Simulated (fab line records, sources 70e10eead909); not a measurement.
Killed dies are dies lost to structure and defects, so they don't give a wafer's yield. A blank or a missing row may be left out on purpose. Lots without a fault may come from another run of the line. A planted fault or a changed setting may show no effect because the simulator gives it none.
fab line records | flow nand_harc
record lots=11 wafers=33 last_day=34
route steps=1302 shown A_CHANNEL_HOLE_D2@587 END@1302
lots that met no fault: from a run of the same line without faults
start_h: hours from the record's first day to the start of the lot's first wafer shown | wait_h: hours since the lot's step before | " the same as in the row above | L1.1+2: a row that stands for several wafers | - no value, or no start given | * or withheld: withheld | < > ~ a bound
route shown NAME@n: a module of which the file shows steps, and the number in the route of the first | usual: mean/standard deviation of fault-free wafers | same: alike in all rows | chamber/n: place in a boat | sites: the reading at each site | _std_site: their standard deviation | _edge_site: outer sites' mean less inner sites' | radius_mm: how far each site lies from the wafer's centre | mask NAME#n: copy n | behind: the tool/chamber that last shaped the wafer | hold: why the lot was held/for how many hours/how that ended | device: the transistor (n, p or np) that didn't switch | end of line: the same wafers' tests at the end of the route | a step without rows: its recipe alone | killed: dies lost to structure and defects at the first sort, not the wafer's yield | map: a wafer's dies, x killed, . not, _ none there
set.NAME: the setting as run; set.NAME@STEP: as run at that earlier step | model.NAME: the simulator's own value behind a step, which no gauge read
steps of the route over a sample of lots; a table a step, a row a wafer
services: from which hour (start_h, from the record's first day; less than 0 if before it) a tool's chamber was out of use, for how many hours, and why
## steps
# step NHARC_A_CHANNEL_HOLE_D2_ETCH_39
# recipe target_depth_a=2600 over_etch_frac=0.3 time_s=325 ion_energy_ev=200 n2_flow_sccm=150 h2_flow_sccm=150 ar_flow_sccm=0 rf_w=400 bias_w=150 chemistry=N2/H2
# usual chamber_pressure_mTorr=29.998/0.028 drypump_motor_current_A=5.7/0.41 oes_product_au=1.000/0.0079 rf_vpp_V=429.7/2.9 showerhead_plenum_p_Torr=2.01/0.099 throttle_valve_pct=14.172/0.0091
# columns lot.wafer tool chamber start_h wait_h chamber_pressure_mTorr drypump_motor_current_A oes_product_au rf_hours_counter_h rf_vpp_V showerhead_plenum_p_Torr throttle_valve_pct
L824.3 rie_diel-06 3 288.82 - 30.031 5.5 0.995 8.4 427.2 1.90 14.158
L824.5 " 0 " " 30.014 5.5 0.990 - 427.3 1.92 14.171
L824.6 " 1 " " 29.996 6.4 0.998 - 427.1 1.93 14.165
L826.2 rie_diel-10 3 307.79 - 29.971 5.4 1.006 2.9 430.1 2.05 14.180
L826.3 " 0 " " 30.019 6.2 1.005 2.7 427.8 1.93 14.190
L826.6 " 2 " " 29.996 5.6 1.002 - 434.6 2.19 14.179
L825.2 rie_diel-10 2 308.03 - 30.035 5.6 0.999 3.6 434.6 2.19 14.168
L825.5 " 0 " " 30.024 6.2 1.008 - 426.2 1.93 14.177
L825.6 " 1 " " 29.970 5.7 0.989 - 432.9 2.09 14.171
L830.2 rie_diel-10 0 351.39 - 29.995 6.2 0.999 5.2 427.6 1.93 14.159
L830.1 " 1 " " 30.030 5.8 0.995 5.8 431.2 2.09 14.194
L830.3 " 2 " " 30.045 5.6 0.992 6.5 435.9 2.19 14.176
L832.4 rie_diel-10 1 358.94 - 29.995 5.8 0.994 6.7 432.5 2.09 14.165
L832.2 " 2 " " 30.003 5.6 1.002 7.1 433.6 2.19 14.176
L832.6 " 0 " " 29.965 6.2 1.003 - 425.5 1.93 14.165
L833.4 rie_diel-10 3 373.54 - 30.044 5.4 1.004 7.3 429.3 2.05 14.166
L833.2 " 1 " " 29.992 5.7 1.001 8.3 431.1 2.09 14.171
L833.5 " 2 " " 30.015 5.6 1.001 - 435.5 2.19 14.173
L836.4 rie_diel-06 3 398.97 - 30.038 5.5 0.990 5.0 425.6 1.89 14.169
L836.2 " 1 " " 29.984 6.4 0.991 4.5 427.1 1.93 14.166
L836.5 " 2 " " 30.014 5.0 1.014 - 429.7 2.08 14.184
L838.2 rie_diel-10 0 450.77 - 30.012 6.2 1.006 0.9 427.1 1.93 14.168
L838.1 " 1 " " 30.007 5.7 0.996 0.9 430.2 2.09 14.172
L838.3 " 3 " " 30.008 5.4 1.006 0.9 429.9 2.05 14.168
L840.2 rie_diel-10 1 455.24 - 29.974 5.7 1.003 1.3 431.1 2.09 14.182
L840.5 " 2 " " 29.995 5.6 1.006 - 435.6 2.18 14.163
L840.6 " 3 " " 29.975 5.4 1.005 - 431.1 2.05 14.158
L844.3 rie_diel-10 1 487.48 - 30.011 5.7 0.993 3.5 431.0 2.09 14.176
L844.4 " 2 " " 30.029 5.6 1.011 2.5 434.1 2.18 14.182
L844.6 " 2 " " 29.954 5.6 1.004 - 435.4 2.18 14.167
L846.3 rie_diel-06 0 548.38 - 30.005 5.4 0.997 3.3 426.0 1.91 14.175
L846.2 " 1 " " 30.038 6.4 0.987 3.9 427.7 1.92 14.182
L846.6 " 0 " " 29.978 5.4 0.996 - 427.0 1.91 14.191
# step NHARC_A_CHANNEL_HOLE_D2_CD_MEAS_18
# usual cd_nm=98.8/1.6
# columns lot.wafer tool chamber start_h wait_h cd_nm
L824.3 cd_sem-02 - 289.69 - 99.4
L824.5 " - " " 100.3
L824.6 " - " " 100.4
L826.2 cd_sem-02 - 308.80 - 98.0
L826.3 " - " " 96.9
L826.6 " - " " 94.9
L825.2 cd_sem-03 - 309.26 - 97.3
L825.5 " - " " 99.4
L825.6 " - " " 99.1
L830.1 cd_sem-02 - 352.31 - 98.9
L830.2 " - " " 99.3
L830.3 " - " " 98.2
L832.2 cd_sem-03 - 359.86 - 99.1
L832.4 " - " " 97.6
L832.6 " - " " 97.0
L833.2 cd_sem-03 - 374.90 - 98.7
L833.4 " - " " 96.8
L833.5 " - " " 96.4
L836.2 cd_sem-03 - 399.88 - 100.6
L836.4 " - " " 98.4
L836.5 " - " " 101.0
L838.1 cd_sem-03 - 451.69 - 98.8
L838.2 " - " " 97.7
L838.3 " - " " 99.0
L840.2 cd_sem-01 - 456.10 - 95.8
L840.5 " - " " 97.8
L840.6 " - " " 98.3
L844.3 cd_sem-03 - 488.41 - 97.8
L844.4 " - " " 98.0
L844.6 " - " " 98.2
L846.2 cd_sem-02 - 549.32 - 98.5
L846.3 " - " " 98.7
L846.6 " - " " 96.6
# step NHARC_A_CHANNEL_HOLE_D2_ETCH_21
# recipe bias_v=3000 source_w=withheld pressure_mtorr=20 time_s=514.3 ar_flow_sccm=375 c4f8_flow_sccm=89.3 o2_flow_sccm=35.7 temp_c=-20 target_depth_a=16000 chemistry=C4F8/O2/Ar
# usual chamber_pressure_mTorr=20.000/0.019 drypump_motor_current_A=5.62/0.13 he_backside_leak_sccm=6.0/0.89 showerhead_plenum_p_Torr=3.63/0.08 throttle_valve_pct=32.155/0.0095
# columns lot.wafer tool chamber start_h wait_h chamber_pressure_mTorr drypump_motor_current_A he_backside_leak_sccm rf_hours_counter_h showerhead_plenum_p_Torr throttle_valve_pct
L824.3 har_etch-02 1 290.33 0.3 19.989 5.74 7.6 - 3.73 32.167
L824.5 " 1 " " 20.000 5.76 7.6 - 3.73 32.162
L824.6 " 0 " " 19.994 5.57 6.5 - 3.68 32.147
L826.2 har_etch-01 0 309.37 0.3 20.009 5.41 6.4 150 3.51 32.152
L826.3 " 0 " " 20.006 5.40 6.7 - 3.51 32.163
L826.6 " 0 " " 20.000 5.41 6.5 - 3.51 32.162
L825.2 har_etch-02 0 309.76 0.3 19.995 5.58 6.5 379 3.67 32.176
L825.6 " 0 " " 19.994 5.60 6.4 - 3.67 32.152
L825.5 " 1 " " 19.977 5.76 7.7 - 3.72 32.139
L830.1 har_etch-01 1 352.81 0.3 19.997 5.62 6.2 173 3.69 32.166
L830.2 " 0 " " 19.999 5.37 6.7 173 3.49 32.169
L830.3 " 0 " " 20.002 5.40 6.3 - 3.49 32.149
L832.2 har_etch-01 1 360.84 0.3 19.993 5.66 5.5 180 3.69 32.148
L832.4 " 0 " " 20.009 5.39 6.7 - 3.49 32.165
L832.6 " 1 " " 20.009 5.61 6.1 - 3.69 32.147
L833.2 har_etch-01 0 375.40 0.3 20.007 5.38 6.4 192 3.48 32.136
L833.4 " 1 " " 20.020 5.64 6.1 - 3.68 32.156
L833.5 " 1 " " 20.024 5.62 6.3 - 3.68 32.148
L836.2 har_etch-02 0 402.63 0.3 19.998 5.60 5.5 8 3.64 32.150
L836.4 " 0 " " 20.002 5.62 5.4 - 3.65 32.152
L836.5 " 0 " " 20.002 5.61 5.5 - 3.65 32.159
L838.2 har_etch-02 1 452.19 0.3 20.017 5.76 6.9 31 3.68 32.149
L838.1 " 0 " " 20.005 5.59 5.5 31 3.63 32.157
L838.3 " 0 " " 20.008 5.60 5.3 - 3.63 32.136
L840.2 har_etch-02 0 460.59 0.3 20.033 5.55 5.6 39 3.63 32.156
L840.5 " 1 " " 19.985 5.75 4.7 - 3.68 32.142
L840.6 " 0 " " 19.984 5.58 5.4 - 3.63 32.149
L844.3 har_etch-01 0 489.05 0.3 19.995 5.39 7.1 - 3.45 32.148
L844.4 " 1 " " 19.993 5.65 6.1 - 3.64 32.151
L844.6 " 1 " " 19.966 5.65 6.5 - 3.64 32.151
L846.2 har_etch-02 0 553.28 0.3 19.969 5.64 5.3 96 3.60 32.164
L846.3 " 1 " " 20.038 5.77 5.0 - 3.65 32.160
L846.6 " 0 " " 19.972 5.63 5.5 - 3.60 32.153
# step NHARC_A_CHANNEL_HOLE_D2_ETCH_25
# recipe bias_v=5000 source_w=withheld pressure_mtorr=20 time_s=1040.2 ar_flow_sccm=375 c4f8_flow_sccm=93.8 o2_flow_sccm=31.2 temp_c=-20 target_depth_a=15000 chemistry=C4F8/O2/Ar
# usual chamber_pressure_mTorr=20.001/0.018 drypump_motor_current_A=5.62/0.13 he_backside_leak_sccm=6.0/0.96 showerhead_plenum_p_Torr=3.63/0.079 throttle_valve_pct=32.235/0.0082
# columns lot.wafer tool chamber start_h wait_h chamber_pressure_mTorr drypump_motor_current_A he_backside_leak_sccm rf_hours_counter_h showerhead_plenum_p_Torr throttle_valve_pct
L824.3 har_etch-02 1 292.94 0.7 19.979 5.77 7.7 - 3.72 32.242
L824.5 " 1 " " 20.002 5.77 7.7 - 3.72 32.239
L824.6 " 0 " " 20.008 5.62 6.6 - 3.67 32.237
L826.2 har_etch-01 0 311.91 0.7 19.997 5.37 6.4 152 3.50 32.231
L826.3 " 0 " " 20.026 5.39 6.7 - 3.50 32.235
L826.6 " 0 " " 19.992 5.38 6.5 - 3.50 32.231
L825.2 har_etch-02 0 312.22 0.6 19.993 5.60 6.4 381 3.67 32.235
L825.6 " 0 " " 19.966 5.61 6.6 - 3.67 32.224
L825.5 " 1 " " 19.982 5.78 7.4 - 3.71 32.236
L830.1 har_etch-01 1 355.29 0.6 19.989 5.63 5.6 175 3.68 32.230
L830.2 " 0 " " 19.995 5.39 6.4 175 3.49 32.241
L830.3 " 0 " " 20.007 5.38 5.8 - 3.49 32.221
L832.2 har_etch-01 1 363.28 0.6 19.973 5.69 5.9 183 3.68 32.245
L832.4 " 0 " " 19.957 5.35 6.8 - 3.48 32.232
L832.6 " 1 " " 20.017 5.67 6.2 - 3.68 32.231
L833.2 har_etch-01 0 377.88 0.6 20.009 5.36 6.4 194 3.48 32.240
L833.4 " 1 " " 20.024 5.67 6.0 - 3.67 32.251
L833.5 " 1 " " 20.008 5.67 6.1 - 3.67 32.233
L836.2 har_etch-02 0 405.09 0.6 19.982 5.56 5.3 10 3.64 32.227
L836.4 " 0 " " 20.011 5.60 5.3 - 3.64 32.236
L836.5 " 0 " " 20.006 5.57 5.3 - 3.64 32.239
L838.2 har_etch-02 1 454.66 0.6 20.008 5.78 4.7 34 3.67 32.240
L838.1 " 0 " " 20.006 5.60 5.6 34 3.63 32.222
L838.3 " 0 " " 19.992 5.57 5.4 - 3.63 32.243
L840.2 har_etch-02 0 463.16 0.7 19.977 5.60 5.7 41 3.62 32.222
L840.5 " 1 " " 19.985 5.77 4.6 - 3.67 32.223
L840.6 " 0 " " 19.959 5.59 5.7 - 3.62 32.232
L844.3 har_etch-01 0 491.67 0.7 20.004 5.37 6.7 - 3.44 32.221
L844.4 " 1 " " 19.963 5.67 6.4 - 3.64 32.216
L844.6 " 1 " " 20.018 5.67 6.4 - 3.64 32.229
L846.2 har_etch-02 0 556.68 0.6 19.974 5.60 5.5 99 3.59 32.241
L846.3 " 1 " " 19.978 5.76 5.1 - 3.64 32.229
L846.6 " 0 " " 20.002 5.59 5.5 - 3.59 32.235
# step NHARC_A_CHANNEL_HOLE_D2_INSPECT_40
# usual raw_defect_count=283/100
# columns lot.wafer tool chamber start_h wait_h raw_defect_count
L824.3 defect_inspect-02 - 295.45 - 293
L824.5 " - " " 232
L824.6 " - " " 264
L826.2 defect_inspect-02 - 314.57 - 330
L826.3 " - " " 259
L826.6 " - " " 309
L825.2 defect_inspect-02 - 315.05 - 277
L825.5 " - " " 470
L825.6 " - " " 235
L830.1 defect_inspect-01 - 358.14 - 617
L830.2 " - " " 559
L830.3 " - " " 573
L832.2 defect_inspect-02 - 366.10 - 618
L832.4 " - " " 698
L832.6 " - " " 615
L833.2 defect_inspect-02 - 380.73 - 605
L833.4 " - " " 623
L833.5 " - " " 706
L836.2 defect_inspect-02 - 407.92 - 390
L836.4 " - " " 454
L836.5 " - " " 459
L838.1 defect_inspect-01 - 457.60 - 216
L838.2 " - " " 218
L838.3 " - " " 221
L840.2 defect_inspect-01 - 465.83 - 294
L840.5 " - " " 234
L840.6 " - " " 320
L844.3 defect_inspect-01 - 494.18 - 291
L844.4 " - " " 371
L844.6 " - " " 220
L846.2 defect_inspect-02 - 559.51 - 154
L846.3 " - " " 201
L846.6 " - " " 193
# step NHARC_END_SORT_01
# recipe temp_c=25
# usual killed_at_array=58/15 killed_at_other=0.8/1.2 killed_at_periphery=3.5/2.5 killed_dies=62/15 killed_open=3.2/1.7 killed_short=2.4/1.5
# same gross_dies=677
# columns lot.wafer tool chamber start_h wait_h killed_at_array killed_at_other killed_at_periphery killed_dies killed_open killed_short
L830.1 prober-02 0 631.57 2.5 87 0 1 88 1 0
L830.2 prober-02 0 632.38 2.8 120 0 3 123 1 0
L830.3 prober-02 0 633.18 3.1 121 0 0 121 4 1
L833.2 prober-01 0 639.76 2.8 116 0 11 127 7 4
L833.4 prober-01 0 641.37 3.4 91 0 4 95 3 3
L833.5 prober-01 0 642.18 3.7 125 0 5 130 5 0
L832.2 prober-02 0 652.74 2.8 138 3 3 144 3 3
L832.4 prober-02 0 654.33 3.4 141 4 2 147 4 4
L832.6 prober-02 0 655.91 4.0 120 2 4 126 3 5
# killed by level:class
L830.1 A_CHANNEL_HOLE_D2:unspecified=52 A_SLIT:chamber_film_flake=20 A_CHANNEL_HOLE_D2:chamber_film_flake=8 A_CONTACT:chamber_film_flake=3 P_GATE:geometric_particle:open=1 A_ZERO_WELL:chamber_film_flake=1 A_CHANNEL_HOLE_D1:chamber_film_flake=1 A_CHANNEL_FILL_D1:chamber_film_flake=1
L830.2 A_CHANNEL_HOLE_D2:unspecified=68 A_SLIT:chamber_film_flake=30 A_CHANNEL_HOLE_D2:chamber_film_flake=11 A_CHANNEL_HOLE_D1:chamber_film_flake=4 A_CONTACT:chamber_film_flake=3 P_GATE:chamber_film_flake=2 A_WL_FILL:chamber_film_flake=2 P_CONTACT:geometric_particle:open=1
L830.3 A_CHANNEL_HOLE_D2:unspecified=77 A_SLIT:chamber_film_flake=22 A_CHANNEL_HOLE_D2:chamber_film_flake=8 A_CONTACT:chamber_film_flake=5 A_BLC:geometric_particle:open=2 A_STAIRCASE:chamber_film_flake=2 A_ONON_D1:geometric_particle:open=1 A_CHANNEL_HOLE_D1:geometric_particle:short=1
L833.2 A_CHANNEL_HOLE_D2:unspecified=47 A_SLIT:chamber_film_flake=26 A_CHANNEL_HOLE_D1:chamber_film_flake=10 A_STAIRCASE:chamber_film_flake=10 A_CHANNEL_HOLE_D2:chamber_film_flake=8 P_M1:chamber_film_flake=6 A_CONTACT:chamber_film_flake=4 P_GATE:chamber_film_flake=3
L833.4 A_CHANNEL_HOLE_D2:unspecified=34 A_SLIT:chamber_film_flake=28 A_CHANNEL_HOLE_D2:chamber_film_flake=10 A_CHANNEL_HOLE_D1:chamber_film_flake=4 P_M1:chamber_film_flake=3 A_STAIRCASE:chamber_film_flake=3 A_DECK1_JOINT:chamber_film_flake=2 A_CONTACT:chamber_film_flake=2
L833.5 A_CHANNEL_HOLE_D2:unspecified=79 A_SLIT:chamber_film_flake=23 A_CHANNEL_HOLE_D2:chamber_film_flake=6 A_CHANNEL_HOLE_D1:chamber_film_flake=3 A_STAIRCASE:chamber_film_flake=3 P_ZERO_WELL:chamber_film_flake=2 A_M0:chamber_film_flake=2 P_M1:geometric_particle:open=1
L832.2 A_CHANNEL_HOLE_D2:unspecified=75 A_SLIT:chamber_film_flake=24 A_CHANNEL_HOLE_D1:chamber_film_flake=22 A_CONTACT:chamber_film_flake=7 A_CHANNEL_HOLE_D2:chamber_film_flake=3 THIN_TSV:chamber_film_flake=2 P_M0:geometric_particle:open=1 A_ONON_D1:geometric_particle:open=1
L832.4 A_CHANNEL_HOLE_D2:unspecified=55 A_SLIT:chamber_film_flake=36 A_CHANNEL_HOLE_D1:chamber_film_flake=23 A_CHANNEL_HOLE_D2:chamber_film_flake=11 A_CONTACT:chamber_film_flake=5 THIN_TSV:chamber_film_flake=4 A_STAIRCASE:chamber_film_flake=3 A_WL_FILL:geometric_particle:short=2
L832.6 A_CHANNEL_HOLE_D2:unspecified=52 A_SLIT:chamber_film_flake=24 A_CHANNEL_HOLE_D1:chamber_film_flake=18 A_CHANNEL_HOLE_D2:chamber_film_flake=8 A_CONTACT:chamber_film_flake=7 A_DECK1_JOINT:geometric_particle:short=3 A_BONDPAD:chamber_film_flake=3 P_BONDPAD:chamber_film_flake=2
## services
# columns tool chamber start_h hours kind
rie_diel-10 0 276.22 - clean
rie_diel-10 1 276.22 - clean
rie_diel-10 2 276.22 - clean
rie_diel-10 3 276.22 - clean
rie_diel-10 1 276.91 7.7 repair
rie_diel-10 2 297.69 3.4 repair
rie_diel-10 0 300.72 - clean
rie_diel-10 1 300.72 - clean
rie_diel-06 - 307.20 9.0 pm
har_etch-02 - 377.00 17.0 pm
har_etch-02 0 377.00 17.0 vent_cycle
har_etch-02 1 377.00 17.0 vent_cycle
rie_diel-06 - 386.59 0.6 repair
har_etch-02 0 394.00 - clean
har_etch-02 0 394.00 - consumable_replace:focus_ring
har_etch-02 1 394.00 - clean
har_etch-02 1 394.00 - consumable_replace:esc
har_etch-02 1 394.00 - consumable_replace:focus_ring
rie_diel-10 3 415.09 3.8 repair
rie_diel-10 1 417.68 4.7 repair
rie_diel-10 - 419.50 9.0 pm
rie_diel-10 2 437.43 6.2 repair
har_etch-01 - 474.64 1.0 repair
rie_diel-06 - 484.20 9.0 pm
## key
first_sign step=NHARC_A_CHANNEL_HOLE_D2_INSPECT_40 reading=raw_defect_count direction=up sigmas=3.3 usual=283 struck=624
effect step=NHARC_END_SORT_01 reading=killed_dies direction=up sigmas=4.1 usual=62 struck=122
more_kills_born_at NHARC_A_CHANNEL_HOLE_D2_ETCH_39@rie_diel-10=539
met_at NHARC_A_CHANNEL_HOLE_D2_ETCH_39
struck_lots L830,L832,L833
tester_left_out L830,L832,L833
not_acting_at NHARC_A_CHANNEL_HOLE_D2_CD_MEAS_18,NHARC_A_CHANNEL_HOLE_D2_ETCH_21,NHARC_A_CHANNEL_HOLE_D2_ETCH_25
onset_between 308.03 351.39
fault kind=chamber_particle_source tool=rie_diel-10 chamber=- onset_h=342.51 steps=NHARC_A_CHANNEL_HOLE_D2_ETCH_39 rate_per_visit_cm2=0.64345 end_h=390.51
# tester_left_out: of these lots the tester's yield and bins aren't shown, on N5 and GAA mostly nor the transistor test; their killed dies are dies lost to structure and defects alone, not to doping, threshold or leakage, so they don't give the yield
